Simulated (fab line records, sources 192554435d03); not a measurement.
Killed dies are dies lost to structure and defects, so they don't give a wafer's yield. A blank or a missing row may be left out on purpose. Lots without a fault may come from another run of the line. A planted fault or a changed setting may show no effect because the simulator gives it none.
Problem report in the 8D (eight disciplines) form, filled by code | flow n5_finfet | the parts of the form that need people (team, actions taken, sign-off) are left out

1. THE PROBLEM
spin_speed_rpm at N5_BEOL_M13_COAT_22 reads a mean of 3294.3 rpm on 9 wafers of 3 lots; wafers without a fault read 2887.9 rpm with a standard deviation of 1.9. That is +99 or more standard deviations from the usual mean.
The step: resist thk 300 nm.
First seen on wafer L675.2, day 14 04:17, on litho_track-03. The record holds 15 wafers of 5 lots with a number at this step. Rule for "out", or "out of limits": more than 4 standard deviations from the usual mean. The other wafers with a number count as sound.

2. WHAT IT IS AND WHAT IT IS NOT
question                    | is                     | is not
which readings at this step | spin_speed_rpm         | -
which lots                  | L675, L676, L678       | L667, L673
which wafers of those lots  | all that have a number | -
read on which tools         | litho_track-03         | litho_track-05
when                        | from day 14 04:17      | up to then (3 sound wafers); but 3 sound wafers of L673 came after

3. SUSPECTS, AND WHAT RULES EACH OUT
Counting: a tool at a process step up to the reading stays a suspect if it ran every lot that is out and no sound lot after the first of them.
- litho_track-03 at N5_BEOL_M13_COAT_22 (resist thk 300 nm): kept. It ran every lot that is out, first L675 (day 14 04:17), and no sound lot after that; its last sound lot up to then is L667 (day 12 11:22). Its own readings are out on those wafers: spin_speed_rpm.
Left after counting: litho_track-03 at N5_BEOL_M13_COAT_22.

4. THE CAUSE (what the simulator had put in)
Process parameter drift: litho_track-03, from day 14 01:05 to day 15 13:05, at N5_BEOL_M13_COAT_22. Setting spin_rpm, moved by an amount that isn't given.
Counting left only this tool.

5. THE CHAIN OF EFFECTS, in route order
Each row: a reading whose mean over the struck wafers that have a number lies more than 3 standard deviations from the usual. Only readings for which the record gives a usual standard deviation are gone through. hours: the time from each lot's start at the first step in this table that gives one to its start at this step, as a median over the lots. sigmas: the change in usual standard deviations.
hours | step                | reading        | usual      | on struck wafers | change | sigmas
0     | N5_BEOL_M13_COAT_22 | spin_speed_rpm | 2887.9 rpm | 3294.3           | +406.4 | +99 or more
The process steps in it:
- N5_BEOL_M13_COAT_22: resist thk 300 nm.

6. WHAT WOULD HAVE CAUGHT IT SOONER
In this record the first reading out of limits was taken at day 14 04:17, 3 hours after the fault began at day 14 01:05.
